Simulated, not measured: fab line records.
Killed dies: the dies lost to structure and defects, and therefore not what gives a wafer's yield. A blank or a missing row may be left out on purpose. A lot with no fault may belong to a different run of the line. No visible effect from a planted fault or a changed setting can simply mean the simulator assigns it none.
Matching of chambers + flow n5_finfet + rie_diel-01 running N5_BEOL_M3_STRIP_66: 4 sister chambers
The step strips in CF4. 8 wafers are shown with their chamber, then 12 later ones without.

## WAFERS WITH THEIR CHAMBER
| wafer  | chamber | showerhead_plenum_p_Torr (Torr) | throttle_valve_pct (%) |
|--------|---------|---------------------------------|------------------------|
| L080.4 | 3       | 1.85                            | 13.21                  |
| L083.5 | 3       | 1.85                            | 13.23                  |
| L084.1 | 1       | 1.71                            | 13.83                  |
| L088.3 | 0       | 1.90                            | 13.47                  |
| L088.5 | 2       | 1.75                            | 13.32                  |
| L090.1 | 2       | 1.75                            | 13.32                  |
| L090.2 | 0       | 1.90                            | 13.45                  |
| L090.6 | 1       | 1.70                            | 13.88                  |

## WAFERS WITHOUT THEIR CHAMBER
| wafer  | showerhead_plenum_p_Torr (Torr) | throttle_valve_pct (%) |
|--------|---------------------------------|------------------------|
| L091.2 | 1.75                            | 13.31                  |
| L091.3 | 1.85                            | 13.25                  |
| L091.4 | 1.90                            | 13.47                  |
| L092.2 | 1.75                            | 13.34                  |
| L092.4 | 1.85                            | 13.25                  |
| L092.6 | 1.85                            | 13.26                  |
| L093.1 | 1.70                            | 13.89                  |
| L093.5 | 1.90                            | 13.48                  |
| L093.6 | 1.70                            | 13.91                  |
| L095.1 | 1.70                            | 13.92                  |
| L095.2 | 1.74                            | 13.36                  |
| L095.4 | 1.84                            | 13.26                  |

## EACH ONE'S CHAMBER
| wafer  | from the rows above | in truth |
|--------|---------------------|----------|
| L091.2 | 2                   | 2        |
| L091.3 | 3                   | 3        |
| L091.4 | 0                   | 0        |
| L092.2 | 2                   | 2        |
| L092.4 | 3                   | 3        |
| L092.6 | 3                   | 3        |
| L093.1 | 1                   | 1        |
| L093.5 | 0                   | 0        |
| L093.6 | 1                   | 1        |
| L095.1 | 1                   | 1        |
| L095.2 | 2                   | 2        |
| L095.4 | 3                   | 3        |
Correct placement for 12 of the 12. Number that these rows cannot place: 0. Wrongly placed: 0.
How it was worked out, from the rows above alone: a wafer's distance from a chamber is the root of the sum, over the readings, of the square of ((its reading less the chamber's mean) divided by the reading's scatter). If the next closest chamber is less than 2 further off than the closest, the wafer can't be placed; otherwise it belongs to the closest. For every chamber, the mean is computed from those of its wafers that are shown. How the scatter is found: for the shown wafers, subtract from each reading the mean of its chamber, square and add these, divide the total by (wafers less chambers), then take the root.
